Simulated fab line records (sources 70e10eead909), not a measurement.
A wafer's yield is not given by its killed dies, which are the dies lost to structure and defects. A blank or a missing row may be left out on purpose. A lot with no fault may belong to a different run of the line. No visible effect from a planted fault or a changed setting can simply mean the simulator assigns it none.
Chamber matching :: flow nand-harc :: NHARC_A_WL_FILL_ALD_10 on ald-hk-04 has 4 sister chambers
The step deposits SiO2, target thk 50 nm, pulse time 10 s, ald cycles 500. 4 wafers are shown with their chamber, then 10 later ones without.

## WAFERS PAIRED WITH THEIR CHAMBERS
wafer: L088.3
chamber: 1
heater-power-w (W): 478

wafer: L088.6
chamber: 2
heater-power-w (W): 484

wafer: L091.1
chamber: 0
heater-power-w (W): 459

wafer: L091.3
chamber: 3
heater-power-w (W): 330

## WAFERS WITHOUT THEIR CHAMBER
wafer: L091.5
heater-power-w (W): 477

wafer: L090.4
heater-power-w (W): 477

wafer: L090.5
heater-power-w (W): 475

wafer: L090.6
heater-power-w (W): 488

wafer: L095.1
heater-power-w (W): 452

wafer: L095.3
heater-power-w (W): 459

wafer: L095.5
heater-power-w (W): 448

wafer: L096.2
heater-power-w (W): 466

wafer: L096.1
heater-power-w (W): 344

wafer: L096.5
heater-power-w (W): 466

## EACH ONE'S CHAMBER
wafer: L091.5
from the rows above: can't be placed: 1 or 2
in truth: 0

wafer: L090.4
from the rows above: can't be placed: 1 or 2
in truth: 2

wafer: L090.5
from the rows above: can't be placed: 1 or 2 or 0
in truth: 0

wafer: L090.6
from the rows above: can't be placed: 2 or 1
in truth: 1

wafer: L095.1
from the rows above: 0
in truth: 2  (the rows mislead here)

wafer: L095.3
from the rows above: 0
in truth: 0

wafer: L095.5
from the rows above: 0
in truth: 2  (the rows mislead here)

wafer: L096.2
from the rows above: can't be placed: 0 or 1 or 2
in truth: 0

wafer: L096.1
from the rows above: 3
in truth: 3

wafer: L096.5
from the rows above: can't be placed: 0 or 1 or 2
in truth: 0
Placed correctly: 2 of 10. Unplaceable from these rows: 6, with the true chamber sitting among the candidates in 5. Wrongly placed: 2.
How it was worked out, from the rows above alone: a wafer's distance from a chamber is the root of the sum, over the readings, of the square of ((its reading less the chamber's mean) divided by the reading's scatter). The wafer belongs to the nearest chamber; if the next one is less than 2 further off, it can't be placed. Each chamber's mean is taken over the wafers shown for it. The scatter (one wafer shown for each chamber): square how far every hidden wafer sits from the nearest shown wafer, average those squares and take the square root.
